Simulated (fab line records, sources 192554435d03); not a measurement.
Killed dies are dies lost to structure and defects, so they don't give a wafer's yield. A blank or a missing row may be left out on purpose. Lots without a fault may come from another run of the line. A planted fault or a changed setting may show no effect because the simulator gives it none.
Split-lot experiment | flow n5_finfet | 7 lots, 21 wafers read, on a route of 1938 steps

THE SPLIT
At N5_SD_EPI_N_COAT_33 (time 60 s, resist thk 35 nm), the setting spin_rpm was moved away from the recipe's 1500 rpm on 2 of the 21 wafers read, by -4.2% to +5.7%. The other wafers ran this setting at the recipe's value.

FROM THE SPLIT TO THE READING: what the file shows between them, 2 steps
- N5_SD_EPI_N_DEVELOP_08: develop time 30 s (also split here: develop_time_s)
- N5_SD_EPI_N_DESCUM_14: chemistry O2, time 7.9 s

THE READING
etch.depth_nm (the simulator's own value, which no gauge read), in nm, at N5_SD_EPI_N_ETCH_34 (etches SiARC in CF4, target depth 45.5 nm, time 75.8 s). The file gives no usual value for it. The 19 wafers here that ran the recipe average 34.96 nm, standard deviation 0.081 nm.

wafer  | tool, chamber at the split | spin_rpm as run, rpm | against the recipe | etch.depth_nm, nm | against lot-mates on the recipe
L077.1 | litho_track-05, 0          | 1500                 | recipe             | 35.14             | -
L077.2 | litho_track-05, 0          | 1500                 | recipe             | 35.04             | -
L077.5 | litho_track-05, 0          | 1586                 | +5.7%              | 34.09             | -1.00
L078.1 | litho_track-02, 0          | 1500                 | recipe             | 34.91             | -
L078.5 | litho_track-02, 0          | 1500                 | recipe             | 35.03             | -
L078.6 | litho_track-02, 0          | 1500                 | recipe             | 34.98             | -
L081.3 | litho_track-04, 0          | 1500                 | recipe             | 34.9              | -
L081.4 | litho_track-04, 0          | 1500                 | recipe             | 34.88             | -
L081.5 | litho_track-04, 0          | 1500                 | recipe             | 34.92             | -
L083.1 | litho_track-04, 0          | 1500                 | recipe             | 34.96             | -
L083.3 | litho_track-04, 0          | 1500                 | recipe             | 34.93             | -
L083.4 | litho_track-04, 0          | 1500                 | recipe             | 34.87             | -
L087.2 | litho_track-05, 0          | 1437                 | -4.2%              | 35.72             | +0.78
L087.3 | litho_track-05, 0          | 1500                 | recipe             | 34.91             | -
L087.4 | litho_track-05, 0          | 1500                 | recipe             | 34.98             | -
L091.3 | litho_track-04, 0          | 1500                 | recipe             | 34.9              | -
L091.4 | litho_track-04, 0          | 1500                 | recipe             | 34.89             | -
L091.6 | litho_track-04, 0          | 1500                 | recipe             | 34.85             | -
L096.2 | litho_track-02, 0          | 1500                 | recipe             | 35.07             | -
L096.3 | litho_track-02, 0          | 1500                 | recipe             | 34.99             | -
L096.5 | litho_track-02, 0          | 1500                 | recipe             | 35.1              | -

THE FIT
A straight line over all 21 wafers: etch.depth_nm changes by -0.162 nm for each +1% of spin_rpm; r = -0.95; the points scatter about the line by 0.083 nm.
The same after taking each lot's own level away (the mean of its wafers on the recipe; 21 wafers): -0.178 nm for each +1%; r = -0.99; scatter 0.039 nm.
On that fit, the largest move of spin_rpm shifts the reading by 1 nm.
The lots' own levels span 34.880 to 35.090 nm, that is 2.6 times the standard deviation above.
So the lot-to-lot level changes the slope little: the two slopes agree.
Check: with one of the wafers moved furthest among these (+5.7%) left out of the fit, the line predicts -1.06 nm for it against its lot-mates. It came out at -1 nm against them.

OTHER SPLITS ON THESE WAFERS
These wafers also went through other splits before the reading. Each is held against what the fit with the lots' levels taken away leaves over:
other split on the same wafers        | wafers away from the commonest value | r with etch.depth_nm (lot level and that fit taken away)
N5_FIN_SAQP_HM_DEP_03 time_s          | 8                                    | +0.07
N5_FIN_SAQP_COAT_68 spin_rpm          | 10                                   | +0.02
N5_FIN_SAQP_SPACER2_ALD_28 temp_c     | 6                                    | -0.02
N5_FIN_CUT_CUT_ETCH_15 time_s         | 10                                   | +0.17
N5_SD_EPI_N_DEVELOP_08 develop_time_s | 9                                    | +0.08

THE WHOLE CHAIN: every reading that the file lists as answering this split, in the file's order
step                | what it does                                           | reading                                                                           | change (the file's fit)               | r (the file's)
N5_SD_EPI_N_COAT_33 | time 60 s, resist thk 35 nm                            | SiARC_of_SD_EPI_N_COAT_33.thk_nm (the simulator's own value, which no gauge read) | -0.191 nm for each +1% of the setting | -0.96
N5_SD_EPI_N_ETCH_34 | etches SiARC in CF4, target depth 45.5 nm, time 75.8 s | etch.depth_nm (the simulator's own value, which no gauge read)                    | -0.178 nm for each +1% of the setting | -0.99

THE FILE'S OWN FIT
etch.depth_nm changes by -0.178 nm for each +1% of spin_rpm, r = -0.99.
